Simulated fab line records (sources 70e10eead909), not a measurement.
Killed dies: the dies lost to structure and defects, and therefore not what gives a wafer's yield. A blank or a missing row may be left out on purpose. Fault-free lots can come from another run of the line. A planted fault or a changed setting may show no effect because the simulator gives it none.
Chamber matching	flow nand_harc	NHARC_A_BONDPAD_DESCUM_11 on rie_diel-03 has 4 sister chambers
The step chemistry O2, time 3 s. 36 wafers are shown with their chamber, then 12 later ones without.

## WAFERS WITH THEIR CHAMBER
wafer	chamber	showerhead_plenum_p_Torr (Torr)	drypump_motor_current_A (A)	oes_product_au (a.u.)
L075.1	1	1.91	5.4	1.003
L075.2	2	1.91	6.0	1.014
L075.3	0	1.79	4.8	1.002
L074.1	2	1.91	6.0	1.009
L074.5	2	1.91	6.0	1.002
L074.6	3	1.84	6.8	0.999
L077.1	2	1.91	6.0	1.000
L077.2	3	1.84	6.8	0.989
L077.6	1	1.91	5.4	1.007
L079.2	3	1.84	6.9	0.995
L079.3	1	1.91	5.4	1.008
L079.6	2	1.91	5.9	0.997
L078.3	0	1.79	4.8	0.981
L078.4	3	1.83	6.9	0.993
L078.6	3	1.83	6.8	0.986
L081.3	1	1.91	5.4	1.018
L081.4	0	1.79	4.8	0.979
L081.6	1	1.91	5.4	1.020
L083.1	3	1.83	6.8	0.985
L083.2	2	1.91	6.0	0.990
L083.5	3	1.83	6.8	0.978
L082.1	2	1.91	6.0	0.994
L082.2	1	1.91	5.4	1.009
L082.5	0	1.79	4.8	0.995
L086.1	1	1.91	5.4	1.013
L086.3	3	1.83	6.8	0.989
L086.5	1	1.91	5.4	1.020
L087.1	0	1.79	4.8	0.979
L087.2	1	1.91	5.5	1.013
L087.3	3	1.83	6.9	0.993
L088.1	1	1.91	5.4	1.021
L088.2	2	1.91	6.0	1.007
L088.4	0	1.79	4.8	0.994
L091.4	2	1.91	6.0	1.007
L091.5	0	1.79	4.8	0.994
L091.6	3	1.83	6.9	0.989

SIGNATURES, as means of the wafers listed above
reading	chamber 0	chamber 1	chamber 2	chamber 3	scatter within a chamber
showerhead_plenum_p_Torr	1.7900	1.9100	1.9100	1.8330	0.00256
drypump_motor_current_A	4.800	5.410	5.989	6.840	0.0362
oes_product_au	0.98914	1.01320	1.00222	0.98960	0.00723
Rule: for a wafer and a chamber, the distance is found by dividing, reading by reading, the gap between the wafer's reading and the chamber's mean by the reading's scatter, squaring, summing and taking the root. If the next closest chamber is less than 2 further off than the closest, the wafer can't be placed; otherwise it belongs to the closest. How the scatter is found: for the shown wafers, subtract from each reading the mean of its chamber, square and add these, divide the total by (wafers less chambers), then take the root.

## WAFERS MISSING THEIR CHAMBER
wafer	showerhead_plenum_p_Torr (Torr)	drypump_motor_current_A (A)	oes_product_au (a.u.)
L089.3	1.79	4.8	0.983
L089.5	1.79	4.8	0.988
L089.6	1.83	6.9	0.976
L092.1	1.79	4.8	0.989
L092.3	1.83	6.9	0.976
L092.4	1.91	6.0	1.006
L096.1	1.91	5.4	0.997
L096.2	1.91	6.0	0.992
L096.3	1.83	6.9	0.973
L095.3	1.79	4.8	1.001
L095.5	1.91	6.0	0.996
L095.6	1.83	6.8	0.992

## WHICH CHAMBER EACH ONE RAN IN
wafer	from the rows above	in truth
L089.3	0	0
L089.5	0	0
L089.6	3	3
L092.1	0	0
L092.3	3	3
L092.4	2	2
L096.1	1	1
L096.2	2	2
L096.3	3	3
L095.3	0	0
L095.5	2	2
L095.6	3	3
Correct placement for 12 of the 12. Number that these rows cannot place: 0. 0 placed wrongly.
